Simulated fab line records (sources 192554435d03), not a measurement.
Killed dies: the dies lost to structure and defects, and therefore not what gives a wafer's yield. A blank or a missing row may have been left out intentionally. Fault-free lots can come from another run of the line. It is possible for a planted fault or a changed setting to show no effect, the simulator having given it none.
The tool behind it: which one? / flow n5-finfet / 30 wafers from 10 lots sampled at 5 of the route's 1938 steps

## WHAT THE GAUGES SHOWED, per wafer
N5_MOL_CONTACT_COAG_CD_MEAS_84 targets a cd of 25.1 nm. Usual: cd-nm at 25.08 nm, with a standard deviation of 0.23.
lot=L702; measured=day 5 12:22; on=cd-sem-01; cd-nm (nm)=24.85 24.95 25.39; flag=
lot=L705; measured=day 6 05:25; on=cd-sem-01; cd-nm (nm)=24.85 24.91 25.22; flag=
lot=L708; measured=day 6 23:16; on=cd-sem-03; cd-nm (nm)=25.22 24.92 25.23; flag=
lot=L709; measured=day 7 05:46; on=cd-sem-02; cd-nm (nm)=25.23 25.27 25.22; flag=
lot=L710; measured=day 7 16:22; on=cd-sem-03; cd-nm (nm)=25.52 25.05 25.46; flag=
lot=L719; measured=day 9 22:19; on=cd-sem-03; cd-nm (nm)=24.99 24.87 24.58; flag=
lot=L720; measured=day 10 02:26; on=cd-sem-02; cd-nm (nm)=24.54 25.11 24.87; flag=
lot=L721; measured=day 10 06:14; on=cd-sem-02; cd-nm (nm)=24.84 24.93 24.99; flag=
lot=L722; measured=day 10 12:23; on=cd-sem-02; cd-nm (nm)=25.32 25.09 25.32; flag=
lot=L723; measured=day 11 01:13; on=cd-sem-01; cd-nm (nm)=25.44 24.90 25.16; flag=

N5_BEOL_M4_RC_MEAS_101. Usual: DIBL_N 36.3 mV/V, standard deviation 1.6; DIBL_P 36.5 mV/V, standard deviation 1.6; IOFF_N 0.163 nA/um, standard deviation 0.026; IOFF_P 0.22 nA/um, standard deviation 0.033; ION_N 676 uA/um, standard deviation 9.9; ION_P 464 uA/um, standard deviation 6.5; SS_N 71.5 mV/dec, standard deviation 0.5; SS_P 73.3 mV/dec, standard deviation 0.64; VT_N 249.3 mV, standard deviation 2.9; VT_P -250 mV, standard deviation 3.2.
lot=L702; measured=day 9 08:17; on=prober-02; DIBL_N (mV/V)=36.5 38.0 35.6; DIBL_P (mV/V)=35.4 37.1 34.9; IOFF_N (nA/um)=0.157 0.188 0.149; IOFF_P (nA/um)=0.23 0.26 0.22; ION_N (uA/um)=674 685 695; ION_P (uA/um)=461 476 479; SS_N (mV/dec)=72.0 72.2 71.3; SS_P (mV/dec)=72.8 73.8 73.0; VT_N (mV)=251.4 244.5 246.2; VT_P (mV)=-249 -245 -246; flag=
lot=L705; measured=day 9 16:22; on=prober-02; DIBL_N (mV/V)=36.9 37.0 35.6; DIBL_P (mV/V)=37.9 38.1 36.5; IOFF_N (nA/um)=0.179 0.182 0.160; IOFF_P (nA/um)=0.22 0.22 0.20; ION_N (uA/um)=673 688 697; ION_P (uA/um)=463 466 464; SS_N (mV/dec)=71.6 71.7 70.8; SS_P (mV/dec)=74.8 73.9 74.3; VT_N (mV)=245.1 246.4 248.8; VT_P (mV)=-251 -250 -253; flag=
lot=L708; measured=day 10 19:06; on=prober-01; DIBL_N (mV/V)=34.5 34.2 33.9; DIBL_P (mV/V)=35.3 35.9 34.6; IOFF_N (nA/um)=0.135 0.142 0.129; IOFF_P (nA/um)=0.17 0.18 0.17; ION_N (uA/um)=670 682 674; ION_P (uA/um)=452 464 461; SS_N (mV/dec)=71.3 71.1 71.5; SS_P (mV/dec)=72.5 72.5 72.6; VT_N (mV)=252.4 249.9 249.3; VT_P (mV)=-254 -250 -252; flag=
lot=L709; measured=day 10 18:48; on=prober-02; DIBL_N (mV/V)=38.9 39.4 39.1; DIBL_P (mV/V)=37.9 38.2 37.9; IOFF_N (nA/um)=0.218 0.235 0.222; IOFF_P (nA/um)=0.28 0.28 0.28; ION_N (uA/um)=683 689 696; ION_P (uA/um)=474 469 473; SS_N (mV/dec)=72.0 72.1 72.5; SS_P (mV/dec)=73.7 74.2 73.8; VT_N (mV)=246.9 242.8 244.2; VT_P (mV)=-247 -246 -245; flag=
lot=L710; measured=day 11 14:23; on=prober-02; DIBL_N (mV/V)=35.7 36.0 35.3; DIBL_P (mV/V)=36.2 36.5 35.6; IOFF_N (nA/um)=0.166 0.165 0.152; IOFF_P (nA/um)=0.22 0.22 0.21; ION_N (uA/um)=674 677 667; ION_P (uA/um)=464 463 458; SS_N (mV/dec)=71.5 70.5 71.2; SS_P (mV/dec)=73.8 73.2 73.4; VT_N (mV)=249.9 250.0 250.9; VT_P (mV)=-248 -248 -249; flag=
lot=L719; measured=day 13 19:29; on=prober-01; DIBL_N (mV/V)=33.9 34.3 34.3; DIBL_P (mV/V)=34.1 34.0 33.9; IOFF_N (nA/um)=0.123 0.123 0.128; IOFF_P (nA/um)=0.21 0.20 0.21; ION_N (uA/um)=676 665 663; ION_P (uA/um)=477 459 467; SS_N (mV/dec)=71.4 71.0 71.2; SS_P (mV/dec)=72.4 73.1 72.2; VT_N (mV)=255.8 254.4 256.5; VT_P (mV)=-246 -248 -247; flag=
lot=L720; measured=day 13 16:11; on=prober-01; DIBL_N (mV/V)=38.4 35.0 35.9; DIBL_P (mV/V)=42.3 37.9 38.6; IOFF_N (nA/um)=0.213 0.145 0.164; IOFF_P (nA/um)=0.29 0.21 0.23; ION_N (uA/um)=685 680 682; ION_P (uA/um)=470 470 471; SS_N (mV/dec)=72.8 70.8 71.5; SS_P (mV/dec)=74.2 72.1 72.9; VT_N (mV)=246.6 248.1 250.8; VT_P (mV)=-245 -250 -249; flag=
lot=L721; measured=day 13 21:23; on=prober-01; DIBL_N (mV/V)=35.9 35.8 35.9; DIBL_P (mV/V)=35.8 36.3 36.1; IOFF_N (nA/um)=0.146 0.143 0.152; IOFF_P (nA/um)=0.20 0.20 0.20; ION_N (uA/um)=667 671 675; ION_P (uA/um)=459 467 462; SS_N (mV/dec)=71.0 71.2 71.4; SS_P (mV/dec)=73.1 73.1 72.5; VT_N (mV)=253.6 250.4 251.3; VT_P (mV)=-251 -253 -254; flag=
lot=L722; measured=day 14 04:17; on=prober-01; DIBL_N (mV/V)=36.0 34.9 35.7; DIBL_P (mV/V)=37.1 35.2 36.3; IOFF_N (nA/um)=0.169 0.145 0.164; IOFF_P (nA/um)=0.22 0.19 0.22; ION_N (uA/um)=669 662 672; ION_P (uA/um)=465 456 462; SS_N (mV/dec)=71.8 71.6 71.7; SS_P (mV/dec)=73.4 73.5 73.8; VT_N (mV)=249.5 252.3 250.3; VT_P (mV)=-250 -251 -248; flag=
lot=L723; measured=day 14 08:29; on=prober-01; DIBL_N (mV/V)=36.3 36.5 38.5; DIBL_P (mV/V)=35.8 35.5 39.0; IOFF_N (nA/um)=0.173 0.165 0.217; IOFF_P (nA/um)=0.24 0.23 0.30; ION_N (uA/um)=681 671 696; ION_P (uA/um)=463 462 473; SS_N (mV/dec)=71.5 72.0 72.0; SS_P (mV/dec)=73.2 74.0 74.1; VT_N (mV)=246.1 247.7 243.8; VT_P (mV)=-246 -246 -245; flag=

## EACH LOT AND THE TOOL THAT RAN IT (in order: tool; ch and the chambers of the sampled wafers; start)
lot=L702; N5_MOL_CONTACT_COAG_PRE_CLEAN_141=pvd-sputter-01, day 5 05:07; N5_MOL_CONTACT_COAG_CMP_23=cmp-03 ch 0,2,3, day 5 08:37; N5_MOL_CONTACT_COAG_ALD_123=ald-sin-03 ch 0,1,3, day 5 11:23
lot=L705; N5_MOL_CONTACT_COAG_PRE_CLEAN_141=pvd-sputter-03, day 5 22:17; N5_MOL_CONTACT_COAG_CMP_23=cmp-03 ch 1,2,3, day 6 01:44; N5_MOL_CONTACT_COAG_ALD_123=ald-sin-03 ch 0,1,2, day 6 04:27
lot=L708; N5_MOL_CONTACT_COAG_PRE_CLEAN_141=pvd-sputter-02, day 6 15:55; N5_MOL_CONTACT_COAG_CMP_23=cmp-01 ch 0,1,2, day 6 19:35; N5_MOL_CONTACT_COAG_ALD_123=ald-sin-03 ch 0,1, day 6 22:18
lot=L709; N5_MOL_CONTACT_COAG_PRE_CLEAN_141=pvd-sputter-03, day 6 23:04; N5_MOL_CONTACT_COAG_CMP_23=cmp-01 ch 0,1, day 7 02:04; N5_MOL_CONTACT_COAG_ALD_123=ald-sin-03 ch 0,1,2, day 7 04:47
lot=L710; N5_MOL_CONTACT_COAG_PRE_CLEAN_141=pvd-sputter-03, day 7 08:17; N5_MOL_CONTACT_COAG_CMP_23=cmp-01 ch 2,3, day 7 12:08; N5_MOL_CONTACT_COAG_ALD_123=ald-sin-01 ch 2,3, day 7 15:32
lot=L719; N5_MOL_CONTACT_COAG_PRE_CLEAN_141=pvd-sputter-01, day 9 15:23; N5_MOL_CONTACT_COAG_CMP_23=cmp-04 ch 0,2,3, day 9 18:42; N5_MOL_CONTACT_COAG_ALD_123=ald-sin-02 ch 2,3, day 9 21:28
lot=L720; N5_MOL_CONTACT_COAG_PRE_CLEAN_141=pvd-sputter-03, day 9 18:03; N5_MOL_CONTACT_COAG_CMP_23=cmp-03 ch 1,3, day 9 22:54; N5_MOL_CONTACT_COAG_ALD_123=ald-sin-03 ch 0,2,3, day 10 01:35
lot=L721; N5_MOL_CONTACT_COAG_PRE_CLEAN_141=pvd-sputter-01, day 9 23:53; N5_MOL_CONTACT_COAG_CMP_23=cmp-03 ch 2,3, day 10 02:40; N5_MOL_CONTACT_COAG_ALD_123=ald-sin-02 ch 0,1,3, day 10 05:23
lot=L722; N5_MOL_CONTACT_COAG_PRE_CLEAN_141=pvd-sputter-02, day 10 05:28; N5_MOL_CONTACT_COAG_CMP_23=cmp-04 ch 1,3, day 10 08:34; N5_MOL_CONTACT_COAG_ALD_123=ald-sin-03 ch 0,1, day 10 11:31
lot=L723; N5_MOL_CONTACT_COAG_PRE_CLEAN_141=pvd-sputter-02, day 10 14:44; N5_MOL_CONTACT_COAG_CMP_23=cmp-04 ch 0,3, day 10 20:02; N5_MOL_CONTACT_COAG_ALD_123=ald-sin-03 ch 1,2, day 11 00:15
- N5_MOL_CONTACT_COAG_PRE_CLEAN_141: time 60 s.
- N5_MOL_CONTACT_COAG_CMP_23: polishes, stops on SiO2, t overpolish 1.5 s, target thk 0 nm.
- N5_MOL_CONTACT_COAG_ALD_123: deposits SiNx, target thk 5 nm, pulse time 1 s, purge time 2 s.

## AS READ BY THE TOOLS THEMSELVES (means over the sampled wafers that have a number; for cases with no such wafer, the mark the record gives instead)
N5_MOL_CONTACT_COAG_PRE_CLEAN_141. Usual: heater-power-w at 461 W, with a standard deviation of 58.
lot=L702; tool=pvd-sputter-01; heater-power-w (W)=424; flag=
lot=L705; tool=pvd-sputter-03; heater-power-w (W)=474; flag=
lot=L708; tool=pvd-sputter-02; heater-power-w (W)=478; flag=
lot=L709; tool=pvd-sputter-03; heater-power-w (W)=474; flag=
lot=L710; tool=pvd-sputter-03; heater-power-w (W)=480; flag=
lot=L719; tool=pvd-sputter-01; heater-power-w (W)=521; flag=
lot=L720; tool=pvd-sputter-03; heater-power-w (W)=491; flag=
lot=L721; tool=pvd-sputter-01; heater-power-w (W)=421; flag=
lot=L722; tool=pvd-sputter-02; heater-power-w (W)=439; flag=
lot=L723; tool=pvd-sputter-02; heater-power-w (W)=475; flag=

N5_MOL_CONTACT_COAG_CMP_23. Usual: head-pressure-psi 2.000 psi, standard deviation 0.0045; motor-current-A 8.3 A, standard deviation 1.1; overpolish-run-s 1.499 s, standard deviation 0.0092; time-to-endpoint-s 9.7 s, standard deviation 2.
lot=L702; tool=cmp-03; head-pressure-psi (psi)=1.997; motor-current-A (A)=8.9; overpolish-run-s (s)=1.507; time-to-endpoint-s (s)=11.3; flag=
lot=L705; tool=cmp-03; head-pressure-psi (psi)=2.001; motor-current-A (A)=8.9; overpolish-run-s (s)=1.499; time-to-endpoint-s (s)=10.6; flag=
lot=L708; tool=cmp-01; head-pressure-psi (psi)=1.995; motor-current-A (A)=7.9; overpolish-run-s (s)=1.492; time-to-endpoint-s (s)=10.7; flag=
lot=L709; tool=cmp-01; head-pressure-psi (psi)=2.001; motor-current-A (A)=8.1; overpolish-run-s (s)=1.504; time-to-endpoint-s (s)=10.8; flag=
lot=L710; tool=cmp-01; head-pressure-psi (psi)=1.998; motor-current-A (A)=8.1; overpolish-run-s (s)=1.496; time-to-endpoint-s (s)=13.4; flag=
lot=L719; tool=cmp-04; head-pressure-psi (psi)=1.999; motor-current-A (A)=8.0; overpolish-run-s (s)=1.492; time-to-endpoint-s (s)=7.5; flag=
lot=L720; tool=cmp-03; head-pressure-psi (psi)=1.999; motor-current-A (A)=9.7; overpolish-run-s (s)=1.499; time-to-endpoint-s (s)=8.7; flag=
lot=L721; tool=cmp-03; head-pressure-psi (psi)=1.997; motor-current-A (A)=10.1; overpolish-run-s (s)=1.498; time-to-endpoint-s (s)=11.2; flag=
lot=L722; tool=cmp-04; head-pressure-psi (psi)=1.997; motor-current-A (A)=7.8; overpolish-run-s (s)=1.498; time-to-endpoint-s (s)=8.1; flag=
lot=L723; tool=cmp-04; head-pressure-psi (psi)=2.001; motor-current-A (A)=7.4; overpolish-run-s (s)=1.501; time-to-endpoint-s (s)=9.2; flag=

N5_MOL_CONTACT_COAG_ALD_123. Usual: heater-power-outer-w 542 W, standard deviation 68; heater-power-w 873 W, standard deviation 100; precursor-pulse-height-rel 1.000, standard deviation 0.019; susceptor-temp-C 400.00 C, standard deviation 0.24.
lot=L702; tool=ald-sin-03; heater-power-outer-w (W)=527; heater-power-w (W)=847; precursor-pulse-height-rel=1.000; susceptor-temp-C (C)=400.26; flag=
lot=L705; tool=ald-sin-03; heater-power-outer-w (W)=537; heater-power-w (W)=855; precursor-pulse-height-rel=1.001; susceptor-temp-C (C)=400.11; flag=
lot=L708; tool=ald-sin-03; heater-power-outer-w (W)=532; heater-power-w (W)=816; precursor-pulse-height-rel=0.995; susceptor-temp-C (C)=403.61; flag=OFF
lot=L709; tool=ald-sin-03; heater-power-outer-w (W)=541; heater-power-w (W)=849; precursor-pulse-height-rel=1.010; susceptor-temp-C (C)=401.88; flag=OFF
lot=L710; tool=ald-sin-01; heater-power-outer-w (W)=590; heater-power-w (W)=952; precursor-pulse-height-rel=0.991; susceptor-temp-C (C)=399.78; flag=
lot=L719; tool=ald-sin-02; heater-power-outer-w (W)=575; heater-power-w (W)=910; precursor-pulse-height-rel=0.974; susceptor-temp-C (C)=400.12; flag=
lot=L720; tool=ald-sin-03; heater-power-outer-w (W)=548; heater-power-w (W)=900; precursor-pulse-height-rel=0.994; susceptor-temp-C (C)=400.02; flag=
lot=L721; tool=ald-sin-02; heater-power-outer-w (W)=531; heater-power-w (W)=834; precursor-pulse-height-rel=1.004; susceptor-temp-C (C)=400.12; flag=
lot=L722; tool=ald-sin-03; heater-power-outer-w (W)=522; heater-power-w (W)=811; precursor-pulse-height-rel=0.996; susceptor-temp-C (C)=400.01; flag=
lot=L723; tool=ald-sin-03; heater-power-outer-w (W)=514; heater-power-w (W)=830; precursor-pulse-height-rel=1.007; susceptor-temp-C (C)=400.18; flag=

## THE ANSWER, worked out from the rows above alone
Rule: a lot is off if the mean of its wafers that have a number lies more than 3 standard deviations from the usual mean. Also off: a lot with no number at a reading for which 4 or more lots have one. Where the step has rows for the other lots, those lots are counted as sound. First the gauges in route order, then the tools' own readings, where a lot's mean is used as printed above. At the first step where some lot is off, the reading lying furthest off is the one used; lots without a number count as furthest.
Off, at N5_MOL_CONTACT_COAG_ALD_123 on susceptor-temp-C: L708, L709.
A tool fits if, at that step or a process step before it, it ran every lot that is off, and no sound lot after the first of them. Not one of the candidates tried fits.

## WHAT THE SIMULATOR HAD PUT IN
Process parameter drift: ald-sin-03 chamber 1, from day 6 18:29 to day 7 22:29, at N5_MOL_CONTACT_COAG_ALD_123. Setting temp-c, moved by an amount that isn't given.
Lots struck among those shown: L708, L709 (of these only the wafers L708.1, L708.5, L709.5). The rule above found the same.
